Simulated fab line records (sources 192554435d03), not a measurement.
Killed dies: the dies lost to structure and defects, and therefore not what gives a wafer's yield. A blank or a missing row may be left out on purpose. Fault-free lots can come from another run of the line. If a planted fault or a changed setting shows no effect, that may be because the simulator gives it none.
Split-lot trial | flow n5 finfet | 21 wafers read across 7 lots, on a route 1938 steps long

== ABOUT THE SPLIT ==
At N5_BEOL_M11_COAT_64 (time 60 s, resist thk 30 nm), the setting spin rpm was moved away from the recipe's 1500 rpm on 6 of the 21 wafers read, by -10.5% to +6.3%. All remaining wafers had this setting at the recipe value.

== FROM THE SPLIT TO THE READING: what the file shows between them, 3 steps ==
- N5_BEOL_M11_COAT_22: resist thk 90 nm
- N5_BEOL_M11_EBR_24
- N5_BEOL_M11_DESCUM_33: chemistry O2, time 7.9 s

== THE READING ==
CAR-ArF_of_BEOL_M11_COAT_22.thk nm (the simulator's own value, which no gauge read), in nm, at N5_BEOL_M11_ETCH_65 (etches SiARC in CF4, target depth 39 nm, time 65 s). There is no usual value for it anywhere in the file. The 15 wafers here that ran the recipe average 55.7 nm, standard deviation 0.19 nm.

wafer  | tool, chamber at the split | spin rpm as run, rpm | against the recipe | CAR-ArF_of_BEOL_M11_COAT_22.thk nm, nm | against lot-mates on the recipe
L078.2 | litho track-05, 0          | 1595                 | +6.3%              | 56.2                                   | +0.6
L078.3 | litho track-05, 0          | 1595                 | +6.3%              | 56.6                                   | +1.0
L078.5 | litho track-05, 0          | 1500                 | recipe             | 55.6                                   | -
L080.4 | litho track-05, 0          | 1500                 | recipe             | 55.6                                   | -
L080.5 | litho track-05, 0          | 1500                 | recipe             | 55.6                                   | -
L080.6 | litho track-05, 0          | 1500                 | recipe             | 55.8                                   | -
L076.1 | litho track-05, 0          | 1455                 | -3.0%              | 55.4                                   | -0.4
L076.3 | litho track-05, 0          | 1500                 | recipe             | 55.8                                   | -
L076.4 | litho track-05, 0          | 1455                 | -3.0%              | 55.2                                   | -0.6
L091.1 | litho track-03, 0          | 1500                 | recipe             | 56                                     | -
L091.3 | litho track-03, 0          | 1343                 | -10.5%             | 54.4                                   | -1.6
L091.4 | litho track-03, 0          | 1500                 | recipe             | 56                                     | -
L090.3 | litho track-05, 0          | 1500                 | recipe             | 55.4                                   | -
L090.4 | litho track-05, 0          | 1500                 | recipe             | 55.4                                   | -
L090.5 | litho track-05, 0          | 1500                 | recipe             | 55.4                                   | -
L093.4 | litho track-04, 0          | 1381                 | -7.9%              | 55                                     | -0.7
L093.5 | litho track-04, 0          | 1500                 | recipe             | 55.8                                   | -
L093.6 | litho track-04, 0          | 1500                 | recipe             | 55.6                                   | -
L095.1 | litho track-05, 0          | 1500                 | recipe             | 55.6                                   | -
L095.4 | litho track-05, 0          | 1500                 | recipe             | 55.6                                   | -
L095.5 | litho track-05, 0          | 1500                 | recipe             | 55.6                                   | -

THE FIT
A straight line over all 21 wafers: CAR-ArF_of_BEOL_M11_COAT_22.thk nm changes by +0.111 nm for each +1% of spin rpm; r = +0.91; the points scatter about the line by 0.19 nm.
The same after taking each lot's own level away (the mean of its wafers on the recipe; 21 wafers): +0.131 nm for each +1%; r = +0.96; scatter 0.13 nm.
On that fit, the largest move of spin rpm shifts the reading by 1.4 nm.
From 55.40 to 56.00 nm: that is the span of the lots' own levels, equal to 3.2 times the standard deviation above.
So the lot-to-lot level changes the slope: the two fits differ.
Check: with one of the wafers moved furthest among these (-10.5%) left out of the fit, the line predicts -1.21 nm for it against its lot-mates. It came out at -1.6 nm against them.

== OTHER SPLITS APPLIED TO THESE WAFERS ==
Before the reading, these wafers also passed through other splits. Each is held against what the fit with the lots' levels taken away leaves over:
other split on the same wafers | wafers away from the commonest value | r with CAR-ArF_of_BEOL_M11_COAT_22.thk nm (lot level and that fit taken away)
N5_BEOL_M10_EXPOSE_08 dose mj  | 6                                    | -0.23

== THE WHOLE CHAIN: every reading that the file lists as answering this split, in the file's order ==
step                | what it does                                       | reading                                                                             | change (the file's fit)               | r (the file's)
N5_BEOL_M11_COAT_64 | time 60 s, resist thk 30 nm                        | SiARC_of_BEOL_M11_COAT_64.thk nm (the simulator's own value, which no gauge read)   | -0.151 nm for each +1% of the setting | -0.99
N5_BEOL_M11_ETCH_65 | etches SiARC in CF4, target depth 39 nm, time 65 s | etch.depth nm (the simulator's own value, which no gauge read)                      | -0.149 nm for each +1% of the setting | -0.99
N5_BEOL_M11_ETCH_65 | etches SiARC in CF4, target depth 39 nm, time 65 s | CAR-ArF_of_BEOL_M11_COAT_22.thk nm (the simulator's own value, which no gauge read) | +0.13 nm for each +1% of the setting  | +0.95

== THE FILE'S OWN FIT ==
CAR-ArF_of_BEOL_M11_COAT_22.thk nm changes by +0.13 nm for each +1% of spin rpm, r = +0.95.
